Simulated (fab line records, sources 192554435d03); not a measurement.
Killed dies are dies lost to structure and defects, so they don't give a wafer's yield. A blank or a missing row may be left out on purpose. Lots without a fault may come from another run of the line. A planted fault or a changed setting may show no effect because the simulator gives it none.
Which tool did it? | flow n5_finfet | 11 lots, 32 wafers sampled, at 5 steps of a route of 1938

WHAT THE GAUGES READ, wafer by wafer
N5_BEOL_M5_INSPECT_58: inspects for defects (darkfield). Usual: raw_defect_count 72, standard deviation 23.
lot  | measured     | on                | raw_defect_count | flag
L164 | day 9 17:29  | defect_inspect-02 | 54 67 73         |
L165 | day 10 17:38 | defect_inspect-02 | 62 64 94         |
L166 | day 10 23:24 | defect_inspect-02 | 71 61 111        |
L173 | day 12 02:10 | defect_inspect-02 | 57 38            |
L176 | day 14 01:51 | defect_inspect-02 | 71 109 61        |
L181 | day 14 03:01 | defect_inspect-02 | 64 64 98         |
L180 | day 14 23:22 | defect_inspect-02 | 96 61 64         |
L182 | day 15 02:16 | defect_inspect-01 | 93 91 67         |
L184 | day 15 09:10 | defect_inspect-01 | 78 52 127        |
L186 | day 15 15:57 | defect_inspect-01 | 105 114 101      |
L185 | day 16 00:01 | defect_inspect-01 | 54 34 70         |

N5_BEOL_M6_THK_MEAS_01. Usual: M6_ILD_THK 155.9 nm, standard deviation 2.5.
lot  | measured     | on            | M6_ILD_THK (nm)   | flag
L164 | day 9 18:06  | film_metro-02 | 153.1 155.5 154.6 |
L165 | day 10 18:15 | film_metro-01 | 152.7 158.1 158.0 |
L166 | day 11 00:01 | film_metro-02 | 154.5 160.5 163.7 |
L173 | day 12 02:46 | film_metro-01 | 152.9 157.4       |
L176 | day 14 02:57 | film_metro-02 | 156.9 160.5 159.9 |
L181 | day 14 03:37 | film_metro-02 | 156.9 160.3 158.1 |
L180 | day 14 23:58 | film_metro-02 | 153.7 156.0 158.9 |
L182 | day 15 02:55 | film_metro-01 | 155.1 155.3 158.2 |
L184 | day 15 10:23 | film_metro-02 | 157.7 154.5 158.0 |
L186 | day 15 16:45 | film_metro-01 | 153.8 156.6 157.8 |
L185 | day 16 00:37 | film_metro-01 | 155.4 155.6 156.7 |

WHICH TOOL RAN EACH LOT (tool, then ch and the chambers of the sampled wafers, then the start)
lot  | N5_BEOL_M5_ALD_86                   | N5_BEOL_M5_ANNEAL_51             | N5_BEOL_M6_ILD_DEP_00
L164 | ald_metal-02 ch 0,2, day 9 11:32    | rtp_anneal-01 ch 0, day 9 16:39  | pecvd-03 ch 1,2, day 9 17:31
L165 | ald_metal-02 ch 0,1,2, day 10 11:37 | rtp_anneal-02 ch 0, day 10 16:47 | pecvd-03 ch 0,1, day 10 17:40
L166 | ald_metal-04 ch 0,1, day 10 17:11   | rtp_anneal-01 ch 0, day 10 22:31 | pecvd-03 ch 0,1,2, day 10 23:26
L173 | ald_metal-02 ch 1,2, day 11 20:13   | rtp_anneal-01 ch 0, day 12 01:20 | pecvd-04 ch 0,1, day 12 02:12
L176 | ald_metal-02 ch 0,3, day 13 19:28   | rtp_anneal-01 ch 0, day 14 00:58 | pecvd-01 ch 1,2, day 14 01:53
L181 | ald_metal-04 ch 0,1,2, day 13 19:38 | rtp_anneal-02 ch 0, day 14 01:59 | pecvd-01 ch 0,1, day 14 03:03
L180 | ald_metal-02 ch 2,3, day 14 17:01   | rtp_anneal-02 ch 0, day 14 22:29 | pecvd-04 ch 1,2, day 14 23:24
L182 | ald_metal-01 ch 0,1, day 14 20:15   | rtp_anneal-02 ch 0, day 15 01:18 | pecvd-04 ch 1,2, day 15 02:19
L184 | ald_metal-04 ch 0,1,3, day 15 02:22 | rtp_anneal-01 ch 0, day 15 08:22 | pecvd-04 ch 0,1,2, day 15 09:13
L186 | ald_metal-01 ch 0,1,2, day 15 09:48 | rtp_anneal-02 ch 0, day 15 15:07 | pecvd-04 ch 1,2, day 15 15:59
L185 | ald_metal-02 ch 0,1, day 15 16:34   | rtp_anneal-02 ch 0, day 15 23:08 | pecvd-04 ch 0,2, day 16 00:03
- N5_BEOL_M5_ALD_86: deposits TaN, pulse time 2 s, purge time 3 s, co reactant purge time 2 s.
- N5_BEOL_M5_ANNEAL_51: time 90 s.
- N5_BEOL_M6_ILD_DEP_00: deposits SiCOH lowk from DEMS/porogen, target thk 179.75 nm, time 33.4 s.

WHAT THE TOOLS THEMSELVES READ (means of the sampled wafers that have a number; where no wafer has one, the mark that the record gives instead)
N5_BEOL_M5_ALD_86. Usual: heater_power_w 422 W, standard deviation 33; precursor_vessel_pressure_torr 26.25 Torr, standard deviation 0.052; susceptor_temp_C 275.01 C, standard deviation 0.16.
lot  | tool         | heater_power_w (W) | precursor_vessel_pressure_torr (Torr) | susceptor_temp_C (C) | flag
L164 | ald_metal-02 | 446                | 26.21                                 | 275.02               |
L165 | ald_metal-02 | 454                | 26.31                                 | 275.14               |
L166 | ald_metal-04 | 397                | 26.29                                 | 274.91               |
L173 | ald_metal-02 | 440                | 26.23                                 | 275.11               |
L176 | ald_metal-02 | 422                | 26.28                                 | 275.00               |
L181 | ald_metal-04 | 416                | 26.25                                 | 275.08               |
L180 | ald_metal-02 | 431                | 26.22                                 | 275.14               |
L182 | ald_metal-01 | 450                | 26.32                                 | 275.14               |
L184 | ald_metal-04 | 417                | 26.21                                 | 274.94               |
L186 | ald_metal-01 | 435                | 26.24                                 | 274.83               |
L185 | ald_metal-02 | 401                | 26.26                                 | 274.93               |

N5_BEOL_M5_ANNEAL_51. Usual: wafer_temp_C_max 225.9, standard deviation 0.32.
lot  | tool          | wafer_temp_C_max | flag
L164 | rtp_anneal-01 | 225.6            |
L165 | rtp_anneal-02 | 225.9            |
L166 | rtp_anneal-01 | 225.7            |
L173 | rtp_anneal-01 | 225.8            |
L176 | rtp_anneal-01 | 225.7            |
L181 | rtp_anneal-02 | 226.1            |
L180 | rtp_anneal-02 | 226.5            |
L182 | rtp_anneal-02 | 226.1            |
L184 | rtp_anneal-01 | 225.8            |
L186 | rtp_anneal-02 | 226.0            |
L185 | rtp_anneal-02 | 226.2            |

N5_BEOL_M6_ILD_DEP_00. Usual: heater_power_w 342 W, standard deviation 71; showerhead_plenum_p_Torr 5.741 Torr, standard deviation 0.021; susceptor_temp_C 300.01 C, standard deviation 0.19; throttle_valve_pct 14.5 %, standard deviation 1.3.
lot  | tool     | heater_power_w (W) | showerhead_plenum_p_Torr (Torr) | susceptor_temp_C (C) | throttle_valve_pct (%) | flag
L164 | pecvd-03 | 446                | 5.732                           | 299.93               | 13.5                   |
L165 | pecvd-03 | 355                | 5.758                           | 299.83               | 14.2                   |
L166 | pecvd-03 | 382                | 5.747                           | 299.98               | 14.3                   |
L173 | pecvd-04 | 337                | 5.760                           | 300.02               | 15.6                   |
L176 | pecvd-01 | 246                | 5.736                           | 299.83               | 13.7                   |
L181 | pecvd-01 | 276                | 5.737                           | 300.14               | 14.4                   |
L180 | pecvd-04 | 310                | 5.730                           | 299.89               | 15.8                   |
L182 | pecvd-04 | 314                | 5.734                           | 299.86               | 15.9                   |
L184 | pecvd-04 | 311                | 5.741                           | 299.82               | 14.9                   |
L186 | pecvd-04 | 331                | 5.726                           | 300.06               | 15.9                   |
L185 | pecvd-04 | 349                | 5.731                           | 300.00               | 13.9                   |

THE ANSWER, worked out from the rows above alone
Rule: a lot is off if the mean of its wafers that have a number lies more than 3 standard deviations from the usual mean. A lot without any number at a reading at which 4 lots or more have one is off too. The other lots that the step has rows for count as sound. The gauges are gone through in route order, then the tools' own readings, and for those a lot's mean is taken as printed above. The first step at which some lot is off is used, and at that step the reading that is off furthest; a lot without a number counts as furthest.
No lot is off at any reading shown: from this, nothing can be told.

WHAT THE SIMULATOR HAD PUT IN
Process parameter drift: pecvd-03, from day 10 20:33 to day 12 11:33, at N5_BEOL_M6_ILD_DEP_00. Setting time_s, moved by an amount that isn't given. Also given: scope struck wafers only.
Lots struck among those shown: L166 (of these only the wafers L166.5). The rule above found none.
